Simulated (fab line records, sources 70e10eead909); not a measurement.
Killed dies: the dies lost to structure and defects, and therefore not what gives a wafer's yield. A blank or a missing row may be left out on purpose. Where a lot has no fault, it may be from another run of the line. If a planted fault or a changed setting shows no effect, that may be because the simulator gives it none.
Problem report, 8D (eight disciplines) form, completed by code -- flow nandHarc -- the parts of the form that need people (team, actions taken, sign-off) are left out

1. THE ISSUE
thkNm at NHARC_A_ONON_D1_THK_MEAS_02 reads a mean of 1490 nm on 6 wafers of 2 lots; wafers without a fault read 998 nm with a standard deviation of 8.6. Relative to the usual mean, that is a shift of +57 standard deviations.
The step: measures by ellipsometry.
First seen on wafer L152.2, day 13 19:11, on filmMetro-02. At this step, 42 wafers from 14 lots have a number in the record. The rule behind "out" and "out of limits": a value lying over 4 standard deviations away from the usual mean. The rest of the wafers with a number are treated as sound.

2. WHAT THIS IS AND IS NOT
question,is,is not
which readings at this step,thkNm,-
which lots,"L152, L154","L138, L141, L142, L143, L144, L145, L148, L149, L151, L153, L160, L161"
which wafers of those lots,all that have a number,-
read on which gauges,filmMetro-02,filmMetro-01
when,from day 13 19:11,"up to then (24 sound wafers); but 12 sound wafers of L151, L153, L160, L161 came after"

3. THE SUSPECTS, EACH WITH WHAT RULES IT OUT
Counting: a tool stays on the suspect list if, at a process step up to the reading, it processed all lots that are out and no sound lot following the first of them.
- the gauge at NHARC_A_ONON_D1_THK_MEAS_02: ruled out. All the wafers that are out were read on filmMetro-02, but those of them that NHARC_END_SORT_01 has rows for are out there too, on other tools.
- pecvdOnon-02 at NHARC_A_ONON_D1_DEP_00 (target thk 1000 nm): kept. It processed each lot that is out, first L152 at day 13 18:44, and no sound lot thereafter; up to then, the last sound lot it processed was L149 at day 12 08:37.
After counting, what remains is pecvdOnon-02 at NHARC_A_ONON_D1_DEP_00.

4. THE CAUSE (what the simulator had put in)
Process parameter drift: pecvdOnon-02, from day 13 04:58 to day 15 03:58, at NHARC_A_ONON_D1_DEP_00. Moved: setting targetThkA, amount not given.
The count eliminated every tool but this one.

5. THE EFFECT CHAIN, in route order
Rows list readings where the struck wafers' mean (over those with a number) sits beyond 3 standard deviations from the usual. Scope: only readings with a usual standard deviation given in the record; hours: median across lots of the time from each lot's start at the first step in this table that gives one to its start at this step; sigmas: change in usual standard deviations.
hours,step,reading,usual,on struck wafers,change,sigmas
0,NHARC_A_ONON_D1_THK_MEAS_02,thkNm,998 nm,1490,+492,+57
397,NHARC_END_SORT_01,killedAtArray,53,672,+620,+31
397,NHARC_END_SORT_01,killedDies,58,677,+619,+31

6. HOW IT WOULD HAVE BEEN CAUGHT EARLIER
14 hours passed between the start of the fault at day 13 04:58 and the first reading out of limits at a measuring or inspecting step in this record, taken at day 13 19:11.
Of the tool readings at NHARC_A_ONON_D1_DEP_00 for which the record gives a usual standard deviation, none was out on any struck wafer, so an alarm limit of 4 standard deviations on them would not have fired.
Among the 2 lots that are out, L154 began NHARC_A_ONON_D1_DEP_00 on pecvdOnon-02 after day 13 19:11. A tool hold placed at that time would have kept it from harm.
